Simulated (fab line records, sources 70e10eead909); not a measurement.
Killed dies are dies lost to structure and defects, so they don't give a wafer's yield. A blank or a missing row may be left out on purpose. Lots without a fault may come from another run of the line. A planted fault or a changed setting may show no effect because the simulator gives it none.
Chamber matching | flow nand_harc | NHARC_A_CHANNEL_HOLE_D1_ETCH_38 on rie_diel-13: 4 sister chambers
The step etches the open film in CF4, target depth 39 nm, time 65 s. 18 wafers are shown with their chamber, then 9 later ones without.

WAFERS WITH THEIR CHAMBER
wafer  | chamber | drypump_motor_current_A (A) | showerhead_plenum_p_Torr (Torr) | rf_vpp_V (V)
L617.1 | 2       | 5.5                         | 1.69                            | 150.3
L617.3 | 1       | 5.0                         | 1.74                            | 151.3
L617.5 | 2       | 5.6                         | 1.69                            | 150.9
L618.2 | 2       | 5.6                         | 1.69                            | 149.3
L618.3 | 1       | 5.1                         | 1.74                            | 151.4
L618.4 | 3       | 5.4                         | 1.85                            | 153.3
L619.1 | 2       | 5.6                         | 1.68                            | 150.2
L619.4 | 0       | 6.3                         | 1.69                            | 149.2
L619.5 | 1       | 5.1                         | 1.74                            | 151.6
L620.3 | 0       | 6.3                         | 1.69                            | 150.2
L620.4 | 3       | 5.4                         | 1.85                            | 151.5
L620.5 | 2       | 5.6                         | 1.69                            | 150.3
L629.2 | 3       | 5.4                         | 1.84                            | 151.0
L629.3 | 2       | 5.6                         | 1.68                            | 151.3
L629.4 | 3       | 5.4                         | 1.84                            | 153.2
L632.1 | 0       | 6.3                         | 1.69                            | 151.2
L632.3 | 1       | 5.1                         | 1.73                            | 152.7
L632.6 | 1       | 5.1                         | 1.73                            | 150.5

SIGNATURES (means of the wafers above)
reading                  | chamber 0 | chamber 1 | chamber 2 | chamber 3 | scatter within a chamber
drypump_motor_current_A  | 6.300     | 5.080     | 5.583     | 5.400     | 0.0342
showerhead_plenum_p_Torr | 1.6900    | 1.7360    | 1.6867    | 1.8450    | 0.00502
rf_vpp_V                 | 150.200   | 151.500   | 150.383   | 152.250   | 0.885
Rule: a wafer's distance from a chamber is the root of the sum, over the readings, of the square of ((its reading less the chamber's mean) divided by the reading's scatter). The wafer belongs to the nearest chamber; if the next one is less than 2 further off, it can't be placed. The scatter: the root of (the sum of the squares of (reading less its chamber's mean) over the shown wafers, divided by (wafers less chambers)).

WAFERS WITHOUT THEIR CHAMBER
wafer  | drypump_motor_current_A (A) | showerhead_plenum_p_Torr (Torr) | rf_vpp_V (V)
L634.1 | 6.3                         | 1.69                            | 149.0
L634.2 | 5.6                         | 1.68                            | 150.5
L634.4 | 5.0                         | 1.73                            | 149.3
L635.1 | 5.4                         | 1.84                            | 152.4
L635.3 | 5.0                         | 1.73                            | 152.3
L635.5 | 5.6                         | 1.68                            | 148.7
L637.1 | 5.5                         | 1.68                            | 150.1
L637.4 | 5.0                         | 1.73                            | 151.0
L637.5 | 5.1                         | 1.73                            | 150.8

WHICH CHAMBER EACH WENT THROUGH
wafer  | from the rows above | in truth
L634.1 | 0                   | 0
L634.2 | 2                   | 2
L634.4 | 1                   | 1
L635.1 | 3                   | 3
L635.3 | 1                   | 1
L635.5 | 2                   | 2
L637.1 | 2                   | 2
L637.4 | 1                   | 1
L637.5 | 1                   | 1
Placed correctly: 9 of 9. Can't be placed from these rows: 0. Placed wrongly: 0.
